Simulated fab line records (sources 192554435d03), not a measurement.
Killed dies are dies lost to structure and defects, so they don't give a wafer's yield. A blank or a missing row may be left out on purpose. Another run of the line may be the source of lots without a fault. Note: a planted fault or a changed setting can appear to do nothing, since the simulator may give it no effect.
Chamber matching || flow n5_finfet || N5_BEOL_M7_ETCH_61 on rie_diel-05: 4 sister chambers
The step etches SiARC in CF4, target depth 45.5 nm, time 75.8 s. 20 wafers are shown with their chamber, then 10 later ones without.

== EACH WAFER AND ITS CHAMBER ==
{"wafer": "L079.1", "chamber": 0, "showerhead_plenum_p_Torr (Torr)": 2.19, "drypump_motor_current_A (A)": 5.0, "oes_product_au (a.u.)": 0.82}
{"wafer": "L079.4", "chamber": 0, "showerhead_plenum_p_Torr (Torr)": 2.19, "drypump_motor_current_A (A)": 5.0, "oes_product_au (a.u.)": 0.83}
{"wafer": "L079.6", "chamber": 3, "showerhead_plenum_p_Torr (Torr)": 2.07, "drypump_motor_current_A (A)": 5.4, "oes_product_au (a.u.)": 0.62}
{"wafer": "L080.2", "chamber": 2, "showerhead_plenum_p_Torr (Torr)": 2.04, "drypump_motor_current_A (A)": 5.6, "oes_product_au (a.u.)": 0.63}
{"wafer": "L080.3", "chamber": 3, "showerhead_plenum_p_Torr (Torr)": 2.07, "drypump_motor_current_A (A)": 5.4, "oes_product_au (a.u.)": 0.63}
{"wafer": "L080.4", "chamber": 0, "showerhead_plenum_p_Torr (Torr)": 2.19, "drypump_motor_current_A (A)": 5.0, "oes_product_au (a.u.)": 0.81}
{"wafer": "L082.3", "chamber": 3, "showerhead_plenum_p_Torr (Torr)": 2.06, "drypump_motor_current_A (A)": 5.3, "oes_product_au (a.u.)": 0.63}
{"wafer": "L082.4", "chamber": 0, "showerhead_plenum_p_Torr (Torr)": 2.19, "drypump_motor_current_A (A)": 4.9, "oes_product_au (a.u.)": 0.80}
{"wafer": "L082.6", "chamber": 2, "showerhead_plenum_p_Torr (Torr)": 2.04, "drypump_motor_current_A (A)": 5.7, "oes_product_au (a.u.)": 0.63}
{"wafer": "L085.2", "chamber": 1, "showerhead_plenum_p_Torr (Torr)": 2.15, "drypump_motor_current_A (A)": 6.2, "oes_product_au (a.u.)": 0.67}
{"wafer": "L085.4", "chamber": 0, "showerhead_plenum_p_Torr (Torr)": 2.19, "drypump_motor_current_A (A)": 5.0, "oes_product_au (a.u.)": 0.78}
{"wafer": "L085.6", "chamber": 1, "showerhead_plenum_p_Torr (Torr)": 2.15, "drypump_motor_current_A (A)": 6.2, "oes_product_au (a.u.)": 0.68}
{"wafer": "L090.1", "chamber": 3, "showerhead_plenum_p_Torr (Torr)": 2.06, "drypump_motor_current_A (A)": 5.4, "oes_product_au (a.u.)": 0.62}
{"wafer": "L090.5", "chamber": 3, "showerhead_plenum_p_Torr (Torr)": 2.06, "drypump_motor_current_A (A)": 5.4, "oes_product_au (a.u.)": 0.62}
{"wafer": "L090.6", "chamber": 0, "showerhead_plenum_p_Torr (Torr)": 2.18, "drypump_motor_current_A (A)": 5.0, "oes_product_au (a.u.)": 0.77}
{"wafer": "L088.1", "chamber": 1, "showerhead_plenum_p_Torr (Torr)": 2.15, "drypump_motor_current_A (A)": 6.2, "oes_product_au (a.u.)": 0.66}
{"wafer": "L088.4", "chamber": 3, "showerhead_plenum_p_Torr (Torr)": 2.06, "drypump_motor_current_A (A)": 5.3, "oes_product_au (a.u.)": 0.61}
{"wafer": "L088.5", "chamber": 1, "showerhead_plenum_p_Torr (Torr)": 2.15, "drypump_motor_current_A (A)": 6.2, "oes_product_au (a.u.)": 0.66}
{"wafer": "L091.1", "chamber": 1, "showerhead_plenum_p_Torr (Torr)": 2.15, "drypump_motor_current_A (A)": 6.2, "oes_product_au (a.u.)": 0.66}
{"wafer": "L091.2", "chamber": 3, "showerhead_plenum_p_Torr (Torr)": 2.06, "drypump_motor_current_A (A)": 5.4, "oes_product_au (a.u.)": 0.62}

SIGNATURES, as means of the wafers listed above
{"reading": "showerhead_plenum_p_Torr", "chamber 0": 2.1883, "chamber 1": 2.1500, "chamber 2": 2.0400, "chamber 3": 2.0629, "scatter within a chamber": 0.00376}
{"reading": "drypump_motor_current_A", "chamber 0": 4.983, "chamber 1": 6.200, "chamber 2": 5.650, "chamber 3": 5.371, "scatter within a chamber": 0.0415}
{"reading": "oes_product_au", "chamber 0": 0.8017, "chamber 1": 0.6660, "chamber 2": 0.6300, "chamber 3": 0.6214, "scatter within a chamber": 0.0143}
Rule: a wafer lies at a distance from a chamber equal to the root of the sum of squares, over the readings, of (its reading less the chamber's mean, divided by the reading's scatter). The wafer belongs to the nearest chamber; if the next one is less than 2 further off, it can't be placed. The scatter: take each reading less its chamber's mean, square it, sum over the shown wafers, divide by the number of wafers less the number of chambers, and take the root.

== WAFERS WITH NO CHAMBER GIVEN ==
{"wafer": "L091.4", "showerhead_plenum_p_Torr (Torr)": 2.03, "drypump_motor_current_A (A)": 5.7, "oes_product_au (a.u.)": 0.62}
{"wafer": "L076.2", "showerhead_plenum_p_Torr (Torr)": 2.06, "drypump_motor_current_A (A)": 5.4, "oes_product_au (a.u.)": 0.61}
{"wafer": "L076.3", "showerhead_plenum_p_Torr (Torr)": 2.03, "drypump_motor_current_A (A)": 5.7, "oes_product_au (a.u.)": 0.61}
{"wafer": "L076.5", "showerhead_plenum_p_Torr (Torr)": 2.18, "drypump_motor_current_A (A)": 5.0, "oes_product_au (a.u.)": 0.75}
{"wafer": "L094.4", "showerhead_plenum_p_Torr (Torr)": 2.06, "drypump_motor_current_A (A)": 5.4, "oes_product_au (a.u.)": 0.61}
{"wafer": "L094.5", "showerhead_plenum_p_Torr (Torr)": 2.18, "drypump_motor_current_A (A)": 5.0, "oes_product_au (a.u.)": 0.74}
{"wafer": "L094.6", "showerhead_plenum_p_Torr (Torr)": 2.06, "drypump_motor_current_A (A)": 5.3, "oes_product_au (a.u.)": 0.61}
{"wafer": "L095.1", "showerhead_plenum_p_Torr (Torr)": 2.03, "drypump_motor_current_A (A)": 5.7, "oes_product_au (a.u.)": 0.61}
{"wafer": "L095.3", "showerhead_plenum_p_Torr (Torr)": 2.14, "drypump_motor_current_A (A)": 6.2, "oes_product_au (a.u.)": 0.65}
{"wafer": "L095.6", "showerhead_plenum_p_Torr (Torr)": 2.06, "drypump_motor_current_A (A)": 5.4, "oes_product_au (a.u.)": 0.61}

== THE CHAMBER EACH PASSED THROUGH ==
{"wafer": "L091.4", "from the rows above": 2, "in truth": 2}
{"wafer": "L076.2", "from the rows above": 3, "in truth": 3}
{"wafer": "L076.3", "from the rows above": 2, "in truth": 2}
{"wafer": "L076.5", "from the rows above": 0, "in truth": 0}
{"wafer": "L094.4", "from the rows above": 3, "in truth": 3}
{"wafer": "L094.5", "from the rows above": 0, "in truth": 0}
{"wafer": "L094.6", "from the rows above": 3, "in truth": 3}
{"wafer": "L095.1", "from the rows above": 2, "in truth": 2}
{"wafer": "L095.3", "from the rows above": 1, "in truth": 1}
{"wafer": "L095.6", "from the rows above": 3, "in truth": 3}
Correctly placed: 10 of 10. Left unplaced by these rows: 0. Placed wrongly: 0.
